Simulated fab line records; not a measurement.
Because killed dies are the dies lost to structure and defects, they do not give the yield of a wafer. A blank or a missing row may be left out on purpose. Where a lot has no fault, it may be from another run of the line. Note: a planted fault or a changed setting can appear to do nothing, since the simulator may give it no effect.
What tool caused it?	flow nand_harc	36 wafers from 12 lots sampled at 4 of the route's 1159 steps

## WHAT THE GAUGES READ, wafer by wafer
NHARC_A_STAIRCASE_INSPECT_155.
lot	measured	on	raw_defect_count
L075	day 13 15:52	defect_inspect-01	274 237 239
L077	day 14 03:32	defect_inspect-01	250 312 339
L079	day 14 18:31	defect_inspect-02	432 383 545
L080	day 15 19:06	defect_inspect-01	259 435 374
L083	day 16 12:12	defect_inspect-02	520 372 530
L084	day 16 11:20	defect_inspect-01	301 379 338
L086	day 17 10:41	defect_inspect-01	358 293 359
L089	day 17 10:02	defect_inspect-01	255 230 641
L091	day 17 22:43	defect_inspect-01	304 266 178
L093	day 18 15:50	defect_inspect-01	221 242 255
L095	day 19 01:08	defect_inspect-01	301 260 293
L097	day 19 18:45	defect_inspect-01	264 242 274

## TOOL THAT RAN EACH LOT (tool first, then ch and the chambers of the sampled wafers, then the start)
lot	NHARC_A_STAIRCASE_ETCH_234	NHARC_A_STAIRCASE_HM_OPEN_460	NHARC_A_STAIRCASE_CMP_472
L075	rie_diel-13 ch 2,3, day 13 15:33 or earlier	rie_diel-01 ch 1,2, day 13 15:33 or earlier	cmp-02 ch 0,2,3, day 13 15:33
L077	rie_diel-01 ch 0,2,3, day 14 03:11 or earlier	rie_diel-06 ch 0,2,3, day 14 03:11 or earlier	cmp-03 ch 0,1, day 14 03:11
L079	rie_diel-13 ch 0,1,2, day 14 18:10 or earlier	rie_diel-01 ch 0,1,2, day 14 18:10 or earlier	cmp-03 ch 1,2, day 14 18:10
L080	rie_diel-13 ch 0,2, day 15 18:48 or earlier	rie_diel-13 ch 0,2,3, day 15 18:48 or earlier	cmp-02 ch 1,2,3, day 15 18:48
L083	rie_diel-01 ch 1,2,3, day 16 11:52 or earlier	rie_diel-01 ch 0,2,3, day 16 11:52 or earlier	cmp-03 ch 0,3, day 16 11:52
L084	rie_diel-01 ch 0,2,3, day 16 11:02 or earlier	rie_diel-06 ch 2,3, day 16 11:02 or earlier	cmp-04 ch 0,2,3, day 16 11:02
L086	rie_diel-06 ch 0,1,2, day 17 10:20 or earlier	rie_diel-06 ch 1,3, day 17 10:20 or earlier	cmp-02 ch 0,2, day 17 10:20
L089	rie_diel-01 ch 0,3, day 17 09:43 or earlier	rie_diel-13 ch 1,2,3, day 17 09:43 or earlier	cmp-03 ch 0,2,3, day 17 09:43
L091	rie_diel-01 ch 1,2,3, day 17 22:22 or earlier	rie_diel-01 ch 1,2,3, day 17 22:22 or earlier	cmp-02 ch 0,1,2, day 17 22:22
L093	rie_diel-06 ch 0,1,3, day 18 15:31 or earlier	rie_diel-13 ch 0,1,2, day 18 15:31 or earlier	cmp-03 ch 0,2,3, day 18 15:31
L095	rie_diel-01 ch 0,2,3, day 19 00:47 or earlier	rie_diel-01 ch 1,2,3, day 19 00:47 or earlier	cmp-02 ch 0,2, day 19 00:47
L097	rie_diel-01 ch 0,1,2, day 19 18:24 or earlier	rie_diel-06 ch 1,2, day 19 18:24 or earlier	cmp-02 ch 0,3, day 19 18:24
- NHARC_A_STAIRCASE_ETCH_234: etches the open film in C4F8/O2, target depth 100 nm, time 40.5 s.
- NHARC_A_STAIRCASE_HM_OPEN_460: chemistry O2/COS.
- NHARC_A_STAIRCASE_CMP_472: polishes SiO2.

## THE ANSWER, worked out from the rows above alone
Rule: usual is defined by the lots themselves. The widest of any qualifying gaps counts: lots, ordered by their means at a reading, are off when they make up no more than a third of the lots, leave a main group of 4 or more, and stand apart from it by 3 or more times the standard deviation of that group's means. The tables above print the reading to a certain number of digits; a main group whose means all agree to those digits is not used. A lot without any number at a reading at which 4 lots or more have one is off too. Any other lot the step has rows for is counted as sound.
No lot is off on any of the readings shown, so nothing can be concluded from this.

## WHAT THE SIMULATOR HAD PUT IN
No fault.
